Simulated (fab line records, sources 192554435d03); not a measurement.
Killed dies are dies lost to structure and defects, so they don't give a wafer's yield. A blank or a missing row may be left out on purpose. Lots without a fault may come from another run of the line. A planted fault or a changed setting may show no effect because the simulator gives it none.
Chamber matching | flow n5_finfet | N5_MOL_CONTACT_COAG_ETCH_66 on rie_diel-06: 4 sister chambers
The step etches SiARC in CF4, target depth 13 nm, time 21.7 s. 8 wafers are shown with their chamber, then 7 later ones without.

WAFERS WITH THEIR CHAMBER
wafer  | chamber | showerhead_plenum_p_Torr (Torr) | oes_product_au (a.u.)
L076.6 | 2       | 2.10                            | 0.76
L084.2 | 1       | 2.19                            | 0.78
L084.3 | 3       | 2.12                            | 0.61
L085.2 | 2       | 2.09                            | 0.73
L085.3 | 1       | 2.18                            | 0.77
L085.4 | 3       | 2.12                            | 0.61
L091.2 | 0       | 2.12                            | 0.61
L091.5 | 0       | 2.12                            | 0.61

WAFERS WITHOUT THEIR CHAMBER
wafer  | showerhead_plenum_p_Torr (Torr) | oes_product_au (a.u.)
L091.6 | 2.18                            | 0.76
L093.3 | 2.12                            | 0.61
L093.4 | 2.12                            | 0.61
L093.6 | 2.11                            | 0.61
L095.1 | 2.11                            | 0.59
L095.2 | 2.12                            | 0.60
L095.4 | 2.18                            | 0.75

WHICH CHAMBER EACH WENT THROUGH
wafer  | from the rows above     | in truth
L091.6 | 1                       | 1
L093.3 | can't be placed: 0 or 3 | 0
L093.4 | can't be placed: 0 or 3 | 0
L093.6 | can't be placed: 0 or 3 | 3
L095.1 | can't be placed: 0 or 3 | 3
L095.2 | can't be placed: 0 or 3 | 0
L095.4 | 1                       | 1
Placed correctly: 2 of 7. Can't be placed from these rows: 5 (the true chamber is among the candidates in 5). Placed wrongly: 0.
How it was worked out, from the rows above alone: a wafer's distance from a chamber is the root of the sum, over the readings, of the square of ((its reading less the chamber's mean) divided by the reading's scatter). The wafer belongs to the nearest chamber; if the next one is less than 2 further off, it can't be placed. A chamber's mean is the mean of its shown wafers. The scatter: the root of (the sum of the squares of (reading less its chamber's mean) over the shown wafers, divided by (wafers less chambers)).
